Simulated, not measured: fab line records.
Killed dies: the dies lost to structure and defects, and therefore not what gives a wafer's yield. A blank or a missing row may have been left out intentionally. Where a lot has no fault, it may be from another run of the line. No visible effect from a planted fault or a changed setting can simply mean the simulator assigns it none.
Struck lot and sound lot, side by side :: flow n5-finfet :: 16 steps out of a route of 1938
Sound: wafers L398.2, L398.3, L398.5. Struck: wafers L400.4, L400.6 (left out: L400.3, a lot-mate that was not struck); the cause follows at the end.
For every step that has rows: the tool of each side, followed by ch and its chambers, followed by its first start. Under that, the readings that differ: sound wafers :: struck wafers :: difference of the means :: sigmas: that difference in standard deviations of wafers without a fault.
alike: readings with means less than 2 such deviations apart, plus words and numbers identical on both sides. not compared: withheld readings, readings lacking a value on some wafer, bounds such as >300 that could conceal the same value, and numbers that have no deviation in the record and whose values overlap.
The two part at a step that has a row with sigmas, a row that says differs or no value, or rows on one side only. When numbers do not overlap yet have no deviation, they are printed without sigmas and do not part them. A reading that every wafer of one side lacks parts them only if that side has two wafers or more.

N5_BEOL_M2_STRIP_36: strips in N2/H2.
  sound on rie-diel-02 ch 0,2, day 7 13:04; struck on rie-diel-02 ch 0,3, day 8 09:35
  alike: drypump-motor-current-A, oes-product-au, rf-vpp-V, showerhead-plenum-p-Torr, throttle-valve-pct
  not compared: rf-hours-counter-h
N5_BEOL_M2_TRENCH_ETCH_37: etches SiOC in C4F6/O2, target depth 55.555 nm, time 29.2 s.
  sound: rie-diel-02 ch 0,2; struck: rie-diel-02 ch 0,3
  alike: drypump-motor-current-A, oes-product-au, rf-vpp-V, showerhead-plenum-p-Torr, throttle-valve-pct
  not compared: rf-hours-counter-h
then, 1 step without rows for these wafers: N5_BEOL_M2_ETCH_41 (etches SiCN in CH3F/O2, target depth 29.9 nm, time 52.5 s).
N5_BEOL_M2_STRIP_97: strips in N2/H2, time 10 s.
  sound: rie-diel-02 ch 0,2; struck: rie-diel-02 ch 0,3
  alike: drypump-motor-current-A, oes-product-au, rf-vpp-V, showerhead-plenum-p-Torr, throttle-valve-pct
  not compared: rf-hours-counter-h
N5_BEOL_M2_OCD_MEAS_38:
  sound: ocd-01 at day 7 13:16; struck: ocd-02 at day 8 09:46
  alike: trench-depth-nm
then, 4 steps without rows for these wafers: N5_BEOL_M2_HM_STRIP_39 (strips TiN in peroxide tin strip, target depth 25 nm, time 158 s); N5_BEOL_M2_SRD_40 (time 30 s); N5_BEOL_M2_PRECLEAN_42 (cleans in residue remover, time 60 s); N5_BEOL_M2_SRD_43 (time 30 s).
N5_BEOL_M2_CD_MEAS_35: target cd 18 nm, target cd y 22.2 nm.
  sound: cd-sem-03 at day 7 13:25; struck: cd-sem-03 at day 8 09:56
  alike: cd-nm
N5_BEOL_M2_DEGAS_44: time 60 s.
  sound: pvd-sputter-02 at day 7 13:40; struck: pvd-sputter-03 at day 8 10:20
  alike: heater-power-w
then, 1 step without rows for these wafers: N5_BEOL_M2_PRE_CLEAN_45 (time 30 s).
N5_BEOL_M2_ALD_84: deposits TaN, pulse time 2 s, purge time 3 s, co reactant purge time 2 s.
  sound on ald-metal-04 ch 0,1,2, day 7 13:49; struck on ald-metal-04 ch 0, day 8 10:26
reading: pulse-time-s (s)
sound: 2 2 2
struck: 1.72 1.72
difference: -0.28
sigmas: 
  alike: heater-power-w, precursor-vessel-temp-c
N5_BEOL_M2_SURFACE_TREAT_85:
  sound: pvd-sputter-01 at day 7 14:02; struck: pvd-sputter-03 at day 8 10:46
  not compared: throttle-valve-pct
N5_BEOL_M4_RC_MEAS_101:
  sound on prober-01 ch 0, day 8 18:52; struck on prober-02 ch 0, day 9 17:01
  alike: DIBL_N, DIBL_P, IOFF_N, IOFF_P, ION_N, ION_P, SS_N, SS_P, VT_N, VT_P
then, 1 step without rows for these wafers: N5_PASSIVATION_PROBE_49.

== WHERE THEY PART ==
Nowhere in this record.

WHY: the cause the simulator had injected
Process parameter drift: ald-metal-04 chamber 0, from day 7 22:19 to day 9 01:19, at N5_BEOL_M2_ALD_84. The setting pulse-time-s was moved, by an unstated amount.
